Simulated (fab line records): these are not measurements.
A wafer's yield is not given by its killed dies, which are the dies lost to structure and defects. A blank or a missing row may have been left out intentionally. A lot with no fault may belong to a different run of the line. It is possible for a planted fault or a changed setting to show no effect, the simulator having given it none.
Split-lot experiment + flow n5 finfet + 7 lots, 21 wafers read, on a route of 1938 steps

ABOUT THE SPLIT
At N5_BEOL_M7_TRENCH_ETCH_37 (etches SiCOH lowk in C4F6/O2, target depth 93.478 nm, time 31.2 s), the setting bias w was moved away from the recipe's 185 W on 13 of the 21 wafers read, by -14.4% to +16.4%. The other wafers ran this setting at the recipe's value.

The reading comes from the split's own step.

THE READING
rf vpp V, in V, at N5_BEOL_M7_TRENCH_ETCH_37 (etches SiCOH lowk in C4F6/O2, target depth 93.478 nm, time 31.2 s). A value of 664 V with a standard deviation of 8.8 V is what fault-free wafers of this fab line usually give.

| wafer  | tool, chamber at the split | bias w as run, W | against the recipe | rf vpp V, V | against lot-mates on the recipe |
|--------|----------------------------|------------------|--------------------|-------------|---------------------------------|
| L075.3 | rie diel-01, 1             | 185              | recipe             | 653         | -                               |
| L075.4 | rie diel-01, 0             | 185              | recipe             | 676         | -                               |
| L075.6 | rie diel-01, 3             | 158.4            | -14.4%             | 589         | -76                             |
| L076.3 | rie diel-02, 0             | 185              | recipe             | 658         | -                               |
| L076.5 | rie diel-02, 2             | 195.7            | +5.8%              | 690         | +32                             |
| L076.6 | rie diel-02, 1             | 195.7            | +5.8%              | 689         | +31                             |
| L080.1 | rie diel-01, 2             | 185              | recipe             | 663         | -                               |
| L080.2 | rie diel-01, 1             | 215.3            | +16.4%             | 736         | +73                             |
| L080.3 | rie diel-01, 3             | 215.3            | +16.4%             | 751         | +88                             |
| L081.1 | rie diel-01, 1             | 185              | recipe             | 652         | -                               |
| L081.2 | rie diel-01, 0             | 185              | recipe             | 676         | -                               |
| L081.4 | rie diel-01, 2             | 185              | recipe             | 664         | -                               |
| L083.2 | rie diel-01, 1             | 196.7            | +6.3%              | 686         | no lot-mate on the recipe       |
| L083.5 | rie diel-01, 1             | 196.7            | +6.3%              | 684         | no lot-mate on the recipe       |
| L083.6 | rie diel-01, 0             | 196.7            | +6.3%              | 711         | no lot-mate on the recipe       |
| L085.4 | rie diel-02, 0             | 208.8            | +12.9%             | 724         | no lot-mate on the recipe       |
| L085.5 | rie diel-02, 2             | 208.8            | +12.9%             | 726         | no lot-mate on the recipe       |
| L085.6 | rie diel-02, 1             | 208.8            | +12.9%             | 724         | no lot-mate on the recipe       |
| L092.2 | rie diel-02, 2             | 215.2            | +16.3%             | 745         | +88                             |
| L092.5 | rie diel-02, 2             | 215.2            | +16.3%             | 744         | +87                             |
| L092.6 | rie diel-02, 1             | 185              | recipe             | 657         | -                               |

THE FIT
A straight line over all 21 wafers: rf vpp V changes by +4.98 V for each +1% of bias w; r = +0.98; the points scatter about the line by 8 V.
The same after taking each lot's own level away (the mean of its wafers on the recipe; 15 wafers): +5.17 V for each +1%; r = +0.99; scatter 7.5 V.
On that fit, the largest move of bias w shifts the reading by 85 V.
From 657.0 to 664.5 V: that is the span of the lots' own levels, equal to 0.9 times the standard deviation above.
The two slopes agree, so the slope changes little with the lot-to-lot level.
Check: for one of the wafers moved furthest among these (+16.4%), held out of the fit, the line's prediction against its lot-mates is +87.7 V. It came out at +73 V against them.
Tool readings at the split's step, against how far the setting was moved: rf vpp V r = +0.98.

THESE WAFERS: OTHER SPLITS
Note: prior to the reading, these wafers also went through further splits. Each is held against what the fit with the lots' levels taken away leaves over:
| other split on the same wafers             | wafers away from the commonest value | r with rf vpp V (lot level and that fit taken away) |
|--------------------------------------------|--------------------------------------|-----------------------------------------------------|
| N5_BEOL_M6_ALD_77 co reactant pulse time s | 9                                    | +0.21                                               |

FILE'S OWN FIT
rf vpp V changes by +5.18 V for each +1% of bias w, r = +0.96.
